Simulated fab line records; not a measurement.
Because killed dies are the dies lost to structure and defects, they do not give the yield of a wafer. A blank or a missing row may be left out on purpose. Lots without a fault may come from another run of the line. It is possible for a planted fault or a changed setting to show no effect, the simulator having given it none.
fab line records	flow nand_harc
record: lots: 12	wafers: 36	last_day: 25
route steps=1159 shown A_M0@1016 A_M1@1033 END@1159
lots with no fault: from the same line, run without faults
start_h: hours from the record's first day to the start of the lot's first wafer shown	wait_h: hours from the lot's prior step to this one	" as in the row above	L1.1+2: one row covering several wafers at once	- value missing, or start not given	* or withheld: withheld	< > ~ a bound
route shown NAME@n: NAME is a module with steps in the file, n the number in the route of the first one	usual: mean/standard deviation of fault-free wafers	same: alike in all rows	chamber/n: place in a boat	sites: per-site readings	_std_site: their standard deviation	_edge_site: the outer-site mean with the inner-site mean subtracted	radius_mm: for every site, how far away it sits from the centre of the wafer	mask NAME#n: copy n	behind: tool/chamber where the wafer was last shaped	hold: what put the lot on hold/how long, in hours/how the hold closed	device: the n, p or np transistor that did not switch	end of line: tests run on the same wafers once the route is complete	for a step that has no rows: nothing shown but its recipe	killed: at the first sort, the dies lost to defects and structure; wafer yield is something else	map: the dies of a wafer, with x for killed, . for not killed, _ for no die there
set.NAME: the setting as run; set.NAME@STEP: as run at that earlier step	model.NAME: the simulator's own value behind a step, which no gauge read
steps of the route over a sample of lots; a table a step, a row a wafer
services: when a tool's chamber went out of use (start_h, in hours from the record's first day, below 0 if earlier), for how many hours, and the reason
== steps ==
step: NHARC_A_M0_PVD_21
recipe: target_thk_a: 300	chamber_pressure_pa: 5	power_w: 5000	substrate_temp_c: 30	time_s: 20.49	material: Cu
usual: throttle_valve_pct: 30.7/1
lot.wafer	tool	chamber	start_h	wait_h	throttle_valve_pct
L845.3	pvd_sputter-03	-	-	-	29.6
L845.2	"	-	"	"	32.2
L845.1	"	-	"	"	31.8
L848.4	pvd_sputter-01	-	-	-	31.1
L848.2	"	-	"	"	31.3
L848.5	"	-	"	"	30.6
L847.2	pvd_sputter-02	-	-	-	30.3
L847.4	"	-	"	"	32.1
L847.6	"	-	"	"	30.3
L849.4	pvd_sputter-02	-	-	-	29.0
L849.2	"	-	"	"	32.0
L849.5	"	-	"	"	30.3
L852.3	pvd_sputter-01	-	-	-	31.9
L852.1	"	-	"	"	30.3
L852.5	"	-	"	"	32.0
L850.1	pvd_sputter-02	-	-	-	30.5
L850.2	"	-	"	"	31.8
L850.6	"	-	"	"	30.4
L859.1	pvd_sputter-01	-	-	-	30.6
L859.4	"	-	"	"	31.4
L859.3	"	-	"	"	32.2
L858.3	pvd_sputter-03	-	-	-	32.2
L858.2	"	-	"	"	29.2
L858.4	"	-	"	"	29.1
L860.4	pvd_sputter-02	-	-	-	32.0
L860.2	"	-	"	"	30.2
L860.5	"	-	"	"	28.8
L866.4	pvd_sputter-02	-	-	-	30.2
L866.2	"	-	"	"	30.4
L866.6	"	-	"	"	29.0
L867.2	pvd_sputter-03	-	-	-	30.7
L867.3	"	-	"	"	29.5
L867.1	"	-	"	"	32.1
L868.4	pvd_sputter-01	-	-	-	30.1
L868.2	"	-	"	"	30.5
L868.6	"	-	"	"	30.4
step: NHARC_A_M0_INSPECT_27
usual: raw_defect_count: 468/170
lot.wafer	tool	chamber	start_h	wait_h	raw_defect_count
L845.1	defect_inspect-02	-	409.67	0.0	441
L845.2	"	-	"	"	315
L845.3	"	-	"	"	285
L848.2	defect_inspect-01	-	419.61	0.0	436
L848.4	"	-	"	"	347
L848.5	"	-	"	"	324
L847.2	defect_inspect-02	-	419.90	0.0	868
L847.4	"	-	"	"	684
L847.6	"	-	"	"	577
L849.2	defect_inspect-01	-	425.67	0.0	390
L849.4	"	-	"	"	504
L849.5	"	-	"	"	445
L852.1	defect_inspect-01	-	444.62	0.0	563
L852.3	"	-	"	"	376
L852.5	"	-	"	"	458
L850.1	defect_inspect-01	-	460.65	0.0	476
L850.2	"	-	"	"	460
L850.6	"	-	"	"	491
L859.1	defect_inspect-02	-	463.35	0.0	425
L859.3	"	-	"	"	314
L859.4	"	-	"	"	418
L858.2	defect_inspect-01	-	474.91	0.0	301
L858.3	"	-	"	"	342
L858.4	"	-	"	"	327
L860.2	defect_inspect-02	-	483.59	0.0	485
L860.4	"	-	"	"	307
L860.5	"	-	"	"	569
L866.2	defect_inspect-02	-	509.07	0.0	330
L866.4	"	-	"	"	538
L866.6	"	-	"	"	389
L867.1	defect_inspect-02	-	524.91	0.0	374
L867.2	"	-	"	"	433
L867.3	"	-	"	"	376
L868.2	defect_inspect-02	-	555.99	0.0	569
L868.4	"	-	"	"	686
L868.6	"	-	"	"	526
step: NHARC_A_M1_EXPOSE_06
recipe: na: 1.35	target_cd_nm: 120	dose_mj: 75.13	mask_id: A_M1
lot.wafer	tool	chamber	start_h	wait_h	mask
L845.1+2+3	arfi_scanner-02	0	410.79	-	A_M1#0
L848.2+4+5	arfi_scanner-01	0	420.96	-	A_M1#0
L847.2+4+6	arfi_scanner-03	0	421.23	-	A_M1#0
L849.2+4+5	arfi_scanner-02	0	427.91	-	A_M1#0
L852.1+3+5	arfi_scanner-03	0	445.90	-	A_M1#0
L850.1+2+6	arfi_scanner-01	0	462.00	-	A_M1#0
L859.1+3+4	arfi_scanner-02	0	464.61	-	A_M1#0
L858.2+3+4	arfi_scanner-02	0	476.17	-	A_M1#0
L860.2+4+5	arfi_scanner-02	0	484.72	-	A_M1#0
L866.2+4+6	arfi_scanner-01	0	510.18	-	A_M1#0
L867.1+2+3	arfi_scanner-01	0	526.25	-	A_M1#0
L868.2+4+6	arfi_scanner-02	0	557.86	-	A_M1#0
step: NHARC_A_M1_CD_MEAS_09
recipe: target_cd_nm: 120	landing_energy_ev: 500
usual: cd_nm: 120.2/0.54
lot.wafer	tool	chamber	start_h	wait_h	cd_nm
L845.1	cd_sem-01	0	410.92	-	119.2
L845.2	"	0	"	"	120.1
L845.3	"	0	"	"	120.0
L848.2	cd_sem-02	0	421.09	-	120.6
L848.4	"	0	"	"	119.8
L848.5	"	0	"	"	120.4
L847.2	cd_sem-02	0	421.37	-	120.2
L847.4	"	0	"	"	119.5
L847.6	"	0	"	"	120.8
L849.2	cd_sem-02	0	428.05	-	119.4
L849.4	"	0	"	"	120.8
L849.5	"	0	"	"	120.0
L852.1	cd_sem-02	0	446.05	-	121.4
L852.3	"	0	"	"	121.0
L852.5	"	0	"	"	120.7
L850.1	cd_sem-02	0	462.14	-	119.4
L850.2	"	0	"	"	120.8
L850.6	"	0	"	"	120.5
L859.1	cd_sem-01	0	464.75	-	131.5
L859.3	"	0	"	"	120.7
L859.4	"	0	"	"	120.4
L858.2	cd_sem-01	0	476.31	-	129.6
L858.3	"	0	"	"	120.6
L858.4	"	0	"	"	120.0
L860.2	cd_sem-03	0	484.86	-	130.6
L860.4	"	0	"	"	120.4
L860.5	"	0	"	"	131.3
L866.2	cd_sem-01	0	510.32	-	119.8
L866.4	"	0	"	"	120.3
L866.6	"	0	"	"	120.5
L867.1	cd_sem-03	0	526.39	-	119.2
L867.2	"	0	"	"	119.1
L867.3	"	0	"	"	118.8
L868.2	cd_sem-01	0	558.00	-	120.2
L868.4	"	0	"	"	120.3
L868.6	"	0	"	"	120.2
step: NHARC_A_M1_STRIP_18
recipe: power_w: 1000	n2_flow_sccm: 150	h2_flow_sccm: 150	ar_flow_sccm: 0	bias_w: 0	chemistry: N2/H2
usual: drypump_motor_current_A: 5.4/0.35	oes_product_au: 1.002/0.0098	power_w: 999.6/2.9	rf_vpp_V: 90.8/0.98	showerhead_plenum_p_Torr: 2.05/0.086	throttle_valve_pct: 14.172/0.0093
lot.wafer	tool	chamber	start_h	wait_h	drypump_motor_current_A	oes_product_au	power_w	rf_hours_counter_h	rf_vpp_V	showerhead_plenum_p_Torr	throttle_valve_pct
L845.3	rie_diel-01	1	411.63	0.1	5.7	0.998	1003.5	2	90.8	2.16	14.174
L845.2	"	3	"	"	5.3	1.000	1000.0	2	90.4	2.06	14.166
L845.1	"	0	"	"	4.9	1.000	1000.7	2	92.7	2.19	14.173
L847.2	rie_diel-10	2	422.04	0.1	5.7	0.982	999.0	7	90.4	1.97	14.184
L847.4	"	0	"	"	5.3	1.018	998.8	-	91.0	1.93	14.157
L847.6	"	1	"	"	5.6	0.997	998.1	-	91.2	2.00	14.158
L848.2	rie_diel-01	1	422.15	0.1	5.7	0.997	999.0	2	92.7	2.16	14.183
L848.4	"	3	"	"	5.2	1.001	1000.0	2	89.1	2.06	14.177
L848.5	"	0	"	"	4.9	1.009	998.4	-	91.5	2.19	14.182
L849.4	rie_diel-01	1	428.67	0.1	5.7	0.982	1000.8	3	91.1	2.16	14.180
L849.2	"	3	"	"	5.3	1.016	1001.2	3	91.3	2.06	14.161
L849.5	"	2	"	"	5.4	1.009	996.2	-	91.1	2.05	14.161
L852.3	rie_diel-01	2	446.61	0.1	5.4	0.991	998.0	3	89.6	2.05	14.171
L852.1	"	1	"	"	5.7	0.992	995.7	3	91.7	2.16	14.163
L852.5	"	3	"	"	5.3	0.999	992.2	-	92.3	2.06	14.175
L850.2	rie_diel-01	2	462.76	0.1	5.4	0.998	997.6	4	92.4	2.05	14.164
L850.1	"	3	"	"	5.3	1.012	998.8	4	91.1	2.06	14.174
L850.6	"	0	"	"	4.9	1.013	993.9	-	90.2	2.19	14.167
L859.4	rie_diel-10	1	465.34	0.1	5.5	0.992	1003.1	10	89.6	2.00	14.172
L859.1	"	2	"	"	5.7	0.996	1006.1	9	90.6	1.97	14.172
L859.3	"	3	"	"	5.1	1.004	1000.1	6	91.2	2.10	14.200
L858.3	rie_diel-01	0	476.87	0.1	4.9	1.017	999.0	4	91.4	2.19	14.178
L858.4	"	1	"	"	5.7	0.998	998.5	4	91.2	2.16	14.181
L858.2	"	3	"	"	5.3	1.008	1000.6	4	91.0	2.06	14.173
L860.2	rie_diel-01	0	485.47	0.1	4.9	0.997	1000.0	5	92.2	2.19	14.163
L860.4	"	2	"	"	5.4	0.994	1001.3	4	90.5	2.04	14.168
L860.5	"	0	"	"	4.9	1.004	1000.8	-	90.9	2.19	14.175
L866.2	rie_diel-10	2	510.90	0.1	5.7	0.999	999.3	14	90.8	1.97	14.166
L866.4	"	3	"	"	5.1	1.017	1000.6	9	91.1	2.10	14.185
L866.6	"	1	"	"	5.5	0.993	1002.2	-	91.4	2.00	14.164
L867.2	rie_diel-01	3	526.95	0.1	5.3	1.030	1004.0	1	91.9	2.06	14.172
L867.1	"	0	"	"	4.9	1.002	997.5	1	91.0	2.19	14.176
L867.3	"	2	"	"	5.4	1.009	998.4	1	91.3	2.04	14.169
L868.4	rie_diel-01	2	558.58	0.1	5.3	1.001	993.6	1	90.0	2.04	14.185
L868.2	"	3	"	"	5.3	1.021	998.7	1	90.5	2.06	14.175
L868.6	"	2	"	"	5.4	1.018	992.7	-	90.9	2.04	14.183
step: NHARC_END_SORT_01
recipe: temp_c: 25
usual: defect_limited_yield: 95.6/1.6	killed_at_array: 26/10	killed_at_other: 0.8/1.1	killed_at_periphery: 3.3/2.6	killed_dies: 30/11	killed_open: 3.4/1.8	killed_short: 2.0/1.3	sort_bin_2_pct: 1.4/0.6	sort_bin_3_pct: 0.22/0.19	sort_bin_4_pct: 2.8/1.1	sort_n_pass: 647/11	sort_rim_yield_pct: 95.8/3	sort_yield_pct: 95.6/1.6
same: gross_dies: 677	sort_bin_5_pct[%]: 0	sort_bin_6_pct[%]: 0	sort_bin_7_pct[%]: 0	sort_bin_8_pct[%]: 0	sort_rim_n_gross: 106.00
lot.wafer	tool	chamber	start_h	wait_h	defect_limited_yield[%]	killed_at_array	killed_at_other	killed_at_periphery	killed_dies	killed_open	killed_short	sort_bin_2_pct[%]	sort_bin_3_pct[%]	sort_bin_4_pct[%]	sort_n_pass	sort_rim_yield_pct[%]	sort_yield_pct[%]
L860.2	prober-01	0	529.87	2.8	94.7	30	2	4	36	3	3	1.9	0.44	3.0	641	99.1	94.7
L860.4	prober-01	0	531.49	3.4	93.2	39	2	5	46	6	2	2.5	0.74	3.5	631	97.2	93.2
L860.5	prober-01	0	532.29	3.7	94.5	35	0	2	37	4	3	1.3	0.15	4.0	640	98.1	94.5
killed by level:class
L860.2 A_SLIT:chamber_film_flake=13 A_CONTACT:chamber_film_flake=7 A_CHANNEL_HOLE_D1:chamber_film_flake=3 A_BONDPAD:chamber_film_flake=3 P_CONTACT:geometric_particle:open=2 A_ONON_D1:geometric_particle:short=2 P_M1:chamber_film_flake=2 THIN_TSV:chamber_film_flake=2
L860.4 A_SLIT:chamber_film_flake=20 A_CONTACT:chamber_film_flake=9 P_M1:chamber_film_flake=3 A_BONDPAD:chamber_film_flake=3 P_CONTACT:geometric_particle:open=2 A_ONON_D1:geometric_particle:open=2 THIN_TSV:chamber_film_flake=2 A_ONON_D1:geometric_particle:short=1
L860.5 A_SLIT:chamber_film_flake=14 A_CONTACT:chamber_film_flake=11 A_CHANNEL_HOLE_D1:chamber_film_flake=3 P_M1:geometric_particle:open=1 A_SOURCE_PLATE:geometric_particle:short=1 A_ONON_D1:geometric_particle:open=1 A_CHANNEL_FILL_D1:geometric_particle:short=1 A_SGD_CUT:geometric_particle:open=1
== services ==
tool	chamber	start_h	hours	kind
pvd_sputter-02	-	392.00	10.0	pm
rie_diel-01	0	397.30	-	clean
rie_diel-01	1	397.30	-	clean
rie_diel-01	2	397.30	-	clean
rie_diel-01	3	397.30	-	clean
rie_diel-10	3	400.79	31.6	repair
pvd_sputter-02	-	402.93	7.5	repair
pvd_sputter-03	-	424.48	15.2	repair
arfi_scanner-02	-	428.00	4.0	pm
arfi_scanner-01	-	435.87	1.3	repair
rie_diel-10	3	453.72	4.1	repair
pvd_sputter-03	-	458.09	10.0	pm
pvd_sputter-03	-	480.42	8.7	repair
arfi_scanner-03	-	484.00	4.0	pm
rie_diel-01	-	491.80	9.0	pm
rie_diel-10	3	496.47	3.7	repair
arfi_scanner-02	-	502.55	3.1	repair
rie_diel-01	1	513.21	7.0	repair
pvd_sputter-01	-	514.00	10.0	pm
pvd_sputter-02	-	521.76	2.1	repair
rie_diel-10	-	530.50	9.0	pm
arfi_scanner-01	-	540.00	4.0	pm
pvd_sputter-03	-	548.06	24.0	repair
rie_diel-10	2	552.30	16.1	repair
== key ==
first_sign: step: NHARC_A_M1_CD_MEAS_09	reading: cd_nm	direction: up	sigmas: 20	usual: 120.2	struck: 130.8
effect none on later readings
met_at NHARC_A_M1_EXPOSE_06
struck_lots L858,L859,L860
struck_wafers L858.2,L859.1,L860.2,L860.5
not_acting_at NHARC_A_M0_PVD_21,NHARC_A_M0_INSPECT_27,NHARC_A_M1_STRIP_18
onset_between 427.91 464.61
fault: kind: process_parameter_drift	tool: arfi_scanner-02	chamber: -	onset_h: 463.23	steps: NHARC_A_M1_EXPOSE_06	channel: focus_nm	offset: 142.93	shape: step	end_h: 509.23	scope: struck_wafers_only
